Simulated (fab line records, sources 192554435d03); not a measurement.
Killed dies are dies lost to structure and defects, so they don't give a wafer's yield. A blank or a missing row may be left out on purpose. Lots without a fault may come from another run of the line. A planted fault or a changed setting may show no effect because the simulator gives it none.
Which tool did it? | flow n5_finfet | 24 lots, 72 wafers sampled, at 3 steps of a route of 1938

WHAT THE GAUGES READ, wafer by wafer
N5_SD_EPI_P_EPI_MEAS_23. Usual: thk_nm 61.0 nm, standard deviation 1.2.
lot  | measured    | on            | thk_nm (nm)    | flag
L074 | day 3 14:19 | film_metro-02 | 61.1 63.2 61.2 |
L075 | day 3 17:05 | film_metro-01 | 60.8 62.3 61.5 |
L076 | day 3 22:10 | film_metro-01 | 60.8 61.2 61.9 |
L077 | day 4 03:31 | film_metro-01 | 60.3 60.9 61.8 |
L078 | day 4 13:13 | film_metro-02 | 59.8 61.6 60.4 |
L079 | day 4 15:28 | film_metro-01 | 58.9 60.5 62.3 |
L080 | day 4 22:32 | film_metro-01 | 61.0 61.6 59.6 |
L081 | day 5 06:09 | film_metro-02 | 60.9 61.3 59.5 |
L082 | day 5 14:50 | film_metro-02 | 60.2 60.0 62.5 |
L083 | day 5 20:44 | film_metro-01 | 57.5 59.8 59.2 |
L084 | day 6 05:00 | film_metro-02 | 61.7 60.3 62.1 |
L085 | day 6 12:11 | film_metro-01 | 62.6 60.4 61.0 |
L086 | day 6 13:08 | film_metro-02 | 61.1 62.0 61.6 |
L087 | day 6 20:58 | film_metro-01 | 63.2 60.4 60.5 |
L088 | day 6 21:32 | film_metro-02 | 58.6 57.6 61.2 |
L089 | day 7 04:04 | film_metro-02 | 60.7 60.1 63.5 |
L090 | day 7 10:32 | film_metro-02 | 61.3 61.3 61.2 |
L091 | day 7 17:55 | film_metro-02 | 62.7 59.6 61.5 |
L092 | day 7 21:29 | film_metro-01 | 62.5 61.0 61.7 |
L093 | day 8 08:49 | film_metro-02 | 60.0 62.5 61.0 |
L094 | day 8 08:57 | film_metro-02 | 59.8 60.4 60.6 |
L096 | day 8 21:07 | film_metro-02 | 61.3 62.6 60.9 |
L095 | day 8 21:38 | film_metro-02 | 60.4 60.8 60.0 |
L097 | day 9 07:13 | film_metro-02 | 61.4 62.2 61.4 |

N5_SD_ACTIVATION_RS_MEAS_03: measures by four-point-probe. Usual: RS_SD_N 21.92 ohm/sq, standard deviation 0.28; RS_SD_P 56.0 ohm/sq, standard deviation 0.9.
lot  | measured    | on            | RS_SD_N (ohm/sq)  | RS_SD_P (ohm/sq) | flag
L074 | day 3 15:05 | film_metro-01 | 21.79 21.53 21.81 | 54.9 55.2 55.3   |
L075 | day 3 17:42 | film_metro-01 | 21.71 22.06 21.85 | 55.7 55.7 56.1   |
L076 | day 3 22:47 | film_metro-01 | 21.90 21.95 21.98 | 55.4 56.7 55.0   |
L077 | day 4 04:10 | film_metro-01 | 22.24 22.22 21.97 | 56.5 56.8 55.9   |
L078 | day 4 13:56 | film_metro-01 | 21.77 21.87 21.79 | 56.0 56.3 57.2   |
L079 | day 4 16:16 | film_metro-01 | 22.14 22.06 22.27 | 56.7 56.9 54.6   |
L080 | day 4 23:09 | film_metro-01 | 21.59 21.59 21.73 | 55.9 56.0 56.8   |
L081 | day 5 06:46 | film_metro-01 | 21.95 22.05 21.92 | 57.8 56.8 57.6   |
L082 | day 5 15:30 | film_metro-01 | 21.60 21.79 22.04 | 55.7 55.2 55.3   |
L083 | day 5 21:23 | film_metro-02 | 21.53 21.62 21.72 | 57.4 56.8 57.1   |
L084 | day 6 05:40 | film_metro-02 | 22.37 22.15 22.26 | 54.1 54.8 54.9   |
L085 | day 6 12:50 | film_metro-01 | 22.01 22.29 22.02 | 54.2 54.4 54.5   |
L086 | day 6 13:44 | film_metro-01 | 21.51 21.72 21.40 | 56.9 56.1 55.7   |
L087 | day 6 21:38 | film_metro-01 | 21.97 21.68 21.40 | 54.2 55.4 54.6   |
L088 | day 6 22:15 | film_metro-02 | 21.56 22.16 22.01 | 57.6 56.5 55.8   |
L089 | day 7 04:45 | film_metro-02 | 21.51 21.92 21.44 | 55.4 55.9 56.0   |
L090 | day 7 11:10 | film_metro-01 | 22.02 22.04 21.95 | 57.1 56.6 55.7   |
L091 | day 7 18:36 | film_metro-02 | 21.87 21.96 21.97 | 55.9 56.7 57.3   |
L092 | day 7 22:14 | film_metro-02 | 22.07 21.73 22.13 | 56.0 56.4 56.2   |
L093 | day 8 09:25 | film_metro-02 | 22.18 22.41 22.39 | 55.7 55.4 55.3   |
L094 | day 8 09:40 | film_metro-01 | 22.42 22.21 22.17 | 56.0 56.0 56.1   |
L096 | day 8 21:51 | film_metro-02 | 21.90 22.39 22.35 | 55.8 55.1 55.4   |
L095 | day 8 22:37 | film_metro-02 | 21.76 22.07 21.66 | 56.6 56.7 56.4   |
L097 | day 9 07:50 | film_metro-01 | 22.35 22.13 22.06 | 54.8 55.2 54.9   |

WHICH TOOL RAN EACH LOT (tool, then ch and the chambers of the sampled wafers, then the start)
lot  | N5_SD_ACTIVATION_LSA_01
L074 | laser_anneal-02 ch 0, day 3 14:55
L075 | laser_anneal-02 ch 0, day 3 17:29
L076 | laser_anneal-01 ch 0, day 3 22:35
L077 | laser_anneal-02 ch 0, day 4 03:56
L078 | laser_anneal-01 ch 0, day 4 13:43
L079 | laser_anneal-02 ch 0, day 4 16:03
L080 | laser_anneal-01 ch 0, day 4 22:57
L081 | laser_anneal-02 ch 0, day 5 06:34
L082 | laser_anneal-01 ch 0, day 5 15:17
L083 | laser_anneal-02 ch 0, day 5 21:13
L084 | laser_anneal-01 ch 0, day 6 05:29
L085 | laser_anneal-02 ch 0, day 6 12:39
L086 | laser_anneal-01 ch 0, day 6 13:32
L087 | laser_anneal-02 ch 0, day 6 21:26
L088 | laser_anneal-01 ch 0, day 6 22:02
L089 | laser_anneal-02 ch 0, day 7 04:34
L090 | laser_anneal-01 ch 0, day 7 10:59
L091 | laser_anneal-02 ch 0, day 7 18:24
L092 | laser_anneal-01 ch 0, day 7 22:03
L093 | laser_anneal-02 ch 0, day 8 09:13
L094 | laser_anneal-01 ch 0, day 8 09:28
L096 | laser_anneal-01 ch 0, day 8 21:40
L095 | laser_anneal-01 ch 0, day 8 22:25
L097 | laser_anneal-01 ch 0, day 9 07:38
- N5_SD_ACTIVATION_LSA_01: time 0.0008 s.

WHAT THE TOOLS THEMSELVES READ (means of the sampled wafers that have a number; where no wafer has one, the mark that the record gives instead)
N5_SD_ACTIVATION_LSA_01. Usual: wafer_temp_C_max 1084.5, standard deviation 1.2.
lot  | tool            | wafer_temp_C_max | flag
L074 | laser_anneal-02 | 1084.0           |
L075 | laser_anneal-02 | 1083.0           |
L076 | laser_anneal-01 | 1085.3           |
L077 | laser_anneal-02 | 1083.3           |
L078 | laser_anneal-01 | 1085.2           |
L079 | laser_anneal-02 | 1083.1           |
L080 | laser_anneal-01 | 1085.1           |
L081 | laser_anneal-02 | 1083.2           |
L082 | laser_anneal-01 | 1085.2           |
L083 | laser_anneal-02 | 1083.9           |
L084 | laser_anneal-01 | 1085.8           |
L085 | laser_anneal-02 | 1083.3           |
L086 | laser_anneal-01 | 1086.0           |
L087 | laser_anneal-02 | 1083.5           |
L088 | laser_anneal-01 | 1085.2           |
L089 | laser_anneal-02 | 1083.1           |
L090 | laser_anneal-01 | 1084.6           |
L091 | laser_anneal-02 | 1083.6           |
L092 | laser_anneal-01 | 1084.7           |
L093 | laser_anneal-02 | 1083.5           |
L094 | laser_anneal-01 | 1085.3           |
L096 | laser_anneal-01 | 1086.0           |
L095 | laser_anneal-01 | 1084.7           |
L097 | laser_anneal-01 | 1085.7           |

THE ANSWER, worked out from the rows above alone
Rule: a lot is off if the mean of its wafers that have a number lies more than 3 standard deviations from the usual mean. A lot without any number at a reading at which 4 lots or more have one is off too. The other lots that the step has rows for count as sound. The gauges are gone through in route order, then the tools' own readings, and for those a lot's mean is taken as printed above. The first step at which some lot is off is used, and at that step the reading that is off furthest; a lot without a number counts as furthest.
No lot is off at any reading shown: from this, nothing can be told.

WHAT THE SIMULATOR HAD PUT IN
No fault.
